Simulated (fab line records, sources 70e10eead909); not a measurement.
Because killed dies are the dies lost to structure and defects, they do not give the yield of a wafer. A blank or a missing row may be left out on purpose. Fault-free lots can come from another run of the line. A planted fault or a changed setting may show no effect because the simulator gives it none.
Which tool is to blame? || flow nand_harc || at 1 step of a route of 1159, 13 lots with 39 wafers sampled

## WHAT THE GAUGES READ, wafer by wafer
NHARC_A_BONDPAD_OVL_MEAS_35.
{"lot": "L520", "measured": "day 18 07:02", "on": "overlay-02", "overlay_x_nm (nm)": "5 6 5", "overlay_y_nm (nm)": "-1 0 0"}
{"lot": "L522", "measured": "day 19 03:32", "on": "overlay-01", "overlay_x_nm (nm)": "4 5 4", "overlay_y_nm (nm)": "-6 -6 -7"}
{"lot": "L530", "measured": "day 19 17:41", "on": "overlay-01", "overlay_x_nm (nm)": "0 0 0", "overlay_y_nm (nm)": "13 13 13"}
{"lot": "L527", "measured": "day 19 19:38", "on": "overlay-01", "overlay_x_nm (nm)": "-3 -2 -3", "overlay_y_nm (nm)": "0 0 0"}
{"lot": "L528", "measured": "day 20 06:53", "on": "overlay-02", "overlay_x_nm (nm)": "-7 -8 -7", "overlay_y_nm (nm)": "-1 -2 -1"}
{"lot": "L533", "measured": "day 21 00:01", "on": "overlay-02", "overlay_x_nm (nm)": "-1 -1 -1", "overlay_y_nm (nm)": "3 2 2"}
{"lot": "L538", "measured": "day 22 16:10", "on": "overlay-02", "overlay_x_nm (nm)": "0 0 0", "overlay_y_nm (nm)": "-14 -14 -14"}
{"lot": "L535", "measured": "day 22 16:35", "on": "overlay-02", "overlay_x_nm (nm)": "0 0 0", "overlay_y_nm (nm)": "-17 -17 -17"}
{"lot": "L540", "measured": "day 22 21:52", "on": "overlay-01", "overlay_x_nm (nm)": "-12 -12 -12", "overlay_y_nm (nm)": "9 9 10"}
{"lot": "L541", "measured": "day 23 00:49", "on": "overlay-01", "overlay_x_nm (nm)": "-13 -13 -13", "overlay_y_nm (nm)": "-2 -2 -2"}
{"lot": "L542", "measured": "day 23 07:40", "on": "overlay-01", "overlay_x_nm (nm)": "-1 -1 -1", "overlay_y_nm (nm)": "0 0 0"}
{"lot": "L539", "measured": "day 23 16:53", "on": "overlay-02", "overlay_x_nm (nm)": "0 -1 0", "overlay_y_nm (nm)": "3 3 3"}
{"lot": "L543", "measured": "day 23 21:17", "on": "overlay-01", "overlay_x_nm (nm)": "13 14 13", "overlay_y_nm (nm)": "-1 -1 -1"}

## TOOL THAT RAN EACH LOT (tool first, then ch and the chambers of the sampled wafers, then the start)
The record shows no process step preceding these readings.

## AS READ BY THE TOOLS THEMSELVES (means over the sampled wafers that have a number; for cases with no such wafer, the mark the record gives instead)
The record holds no such reading with a usual standard deviation.

## THE ANSWER, worked out from the rows above alone
Rule: the lots themselves supply what counts as usual. Put in order of their means at a reading, lots are off if they are a third of the lots or fewer, leave a main group of 4 or more, and stand apart from it by a gap of 3 or more times the standard deviation of the main group's means; of several such gaps the widest counts. If all means in a main group match to the digits the tables above print for the reading, that group is not used. A lot without any number at a reading at which 4 lots or more have one is off too. Any other lot the step has rows for is counted as sound. First the gauges in route order, then the tools' own readings, where a lot's mean is used as printed above. The first step at which some lot is off is used, and at that step the reading that is off furthest; a lot without a number counts as furthest.
Across all readings shown, no lot is off: no conclusion can be drawn from this.

## WHAT THE SIMULATOR PUT IN
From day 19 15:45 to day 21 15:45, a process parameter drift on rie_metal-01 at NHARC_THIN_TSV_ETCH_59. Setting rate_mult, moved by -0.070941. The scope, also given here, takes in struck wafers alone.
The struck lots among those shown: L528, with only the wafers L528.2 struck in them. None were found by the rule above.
